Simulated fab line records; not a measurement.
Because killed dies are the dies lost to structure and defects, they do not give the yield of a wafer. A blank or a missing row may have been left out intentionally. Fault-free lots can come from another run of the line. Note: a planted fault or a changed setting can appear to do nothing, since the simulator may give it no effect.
Matching of chambers || flow n5-finfet || 4 sister chambers for N5_BEOL_M3_VIA_ETCH_34 on rie-diel-02
The step etches the open film in C4F6/O2, target depth 69.4 nm, time 65.9 s. 14 wafers are shown with their chamber, then 7 later ones without.

WAFERS PAIRED WITH THEIR CHAMBERS
{"wafer": "L080.2", "chamber": 3, "showerhead-plenum-p-Torr (Torr)": 2.92, "rf-vpp-V (V)": 680, "drypump-motor-current-A (A)": 5.9}
{"wafer": "L080.3", "chamber": 0, "showerhead-plenum-p-Torr (Torr)": 2.83, "rf-vpp-V (V)": 653, "drypump-motor-current-A (A)": 5.8}
{"wafer": "L080.5", "chamber": 0, "showerhead-plenum-p-Torr (Torr)": 2.83, "rf-vpp-V (V)": 652, "drypump-motor-current-A (A)": 5.8}
{"wafer": "L081.1", "chamber": 3, "showerhead-plenum-p-Torr (Torr)": 2.92, "rf-vpp-V (V)": 680, "drypump-motor-current-A (A)": 5.9}
{"wafer": "L081.2", "chamber": 1, "showerhead-plenum-p-Torr (Torr)": 2.76, "rf-vpp-V (V)": 670, "drypump-motor-current-A (A)": 5.4}
{"wafer": "L081.5", "chamber": 3, "showerhead-plenum-p-Torr (Torr)": 2.92, "rf-vpp-V (V)": 681, "drypump-motor-current-A (A)": 5.9}
{"wafer": "L082.2", "chamber": 3, "showerhead-plenum-p-Torr (Torr)": 2.92, "rf-vpp-V (V)": 679, "drypump-motor-current-A (A)": 5.9}
{"wafer": "L082.5", "chamber": 1, "showerhead-plenum-p-Torr (Torr)": 2.76, "rf-vpp-V (V)": 672, "drypump-motor-current-A (A)": 5.4}
{"wafer": "L082.6", "chamber": 3, "showerhead-plenum-p-Torr (Torr)": 2.91, "rf-vpp-V (V)": 681, "drypump-motor-current-A (A)": 5.9}
{"wafer": "L086.3", "chamber": 1, "showerhead-plenum-p-Torr (Torr)": 2.75, "rf-vpp-V (V)": 671, "drypump-motor-current-A (A)": 5.4}
{"wafer": "L086.4", "chamber": 3, "showerhead-plenum-p-Torr (Torr)": 2.91, "rf-vpp-V (V)": 680, "drypump-motor-current-A (A)": 5.8}
{"wafer": "L086.5", "chamber": 1, "showerhead-plenum-p-Torr (Torr)": 2.75, "rf-vpp-V (V)": 671, "drypump-motor-current-A (A)": 5.4}
{"wafer": "L091.1", "chamber": 3, "showerhead-plenum-p-Torr (Torr)": 2.91, "rf-vpp-V (V)": 680, "drypump-motor-current-A (A)": 5.9}
{"wafer": "L091.2", "chamber": 2, "showerhead-plenum-p-Torr (Torr)": 2.63, "rf-vpp-V (V)": 653, "drypump-motor-current-A (A)": 5.7}

SIGNATURES (averages over the wafers above)
{"reading": "showerhead-plenum-p-Torr", "chamber 0": 2.8300, "chamber 1": 2.7550, "chamber 2": 2.6300, "chamber 3": 2.9157, "scatter within a chamber": 0.00521}
{"reading": "rf-vpp-V", "chamber 0": 652.50, "chamber 1": 671.00, "chamber 2": 653.00, "chamber 3": 680.14, "scatter within a chamber": 0.732}
{"reading": "drypump-motor-current-A", "chamber 0": 5.800, "chamber 1": 5.400, "chamber 2": 5.700, "chamber 3": 5.886, "scatter within a chamber": 0.0293}
Rule: a wafer lies at a distance from a chamber equal to the root of the sum of squares, over the readings, of (its reading less the chamber's mean, divided by the reading's scatter). The wafer belongs to the nearest chamber; if the next one is less than 2 further off, it can't be placed. The scatter: the root of (the sum of the squares of (reading less its chamber's mean) over the shown wafers, divided by (wafers less chambers)).

WAFERS WITHOUT THEIR CHAMBER
{"wafer": "L091.4", "showerhead-plenum-p-Torr (Torr)": 2.82, "rf-vpp-V (V)": 653, "drypump-motor-current-A (A)": 5.8}
{"wafer": "L094.2", "showerhead-plenum-p-Torr (Torr)": 2.82, "rf-vpp-V (V)": 655, "drypump-motor-current-A (A)": 5.8}
{"wafer": "L094.3", "showerhead-plenum-p-Torr (Torr)": 2.63, "rf-vpp-V (V)": 651, "drypump-motor-current-A (A)": 5.7}
{"wafer": "L094.4", "showerhead-plenum-p-Torr (Torr)": 2.90, "rf-vpp-V (V)": 678, "drypump-motor-current-A (A)": 5.9}
{"wafer": "L097.1", "showerhead-plenum-p-Torr (Torr)": 2.90, "rf-vpp-V (V)": 681, "drypump-motor-current-A (A)": 5.9}
{"wafer": "L097.2", "showerhead-plenum-p-Torr (Torr)": 2.63, "rf-vpp-V (V)": 652, "drypump-motor-current-A (A)": 5.7}
{"wafer": "L097.4", "showerhead-plenum-p-Torr (Torr)": 2.82, "rf-vpp-V (V)": 652, "drypump-motor-current-A (A)": 5.8}

WHICH CHAMBER EACH ONE RAN IN
{"wafer": "L091.4", "from the rows above": 0, "in truth": 0}
{"wafer": "L094.2", "from the rows above": 0, "in truth": 0}
{"wafer": "L094.3", "from the rows above": 2, "in truth": 2}
{"wafer": "L094.4", "from the rows above": 3, "in truth": 3}
{"wafer": "L097.1", "from the rows above": 3, "in truth": 3}
{"wafer": "L097.2", "from the rows above": 2, "in truth": 2}
{"wafer": "L097.4", "from the rows above": 0, "in truth": 0}
Correctly placed: 7 of 7. Number that these rows cannot place: 0. Placed wrongly: 0.
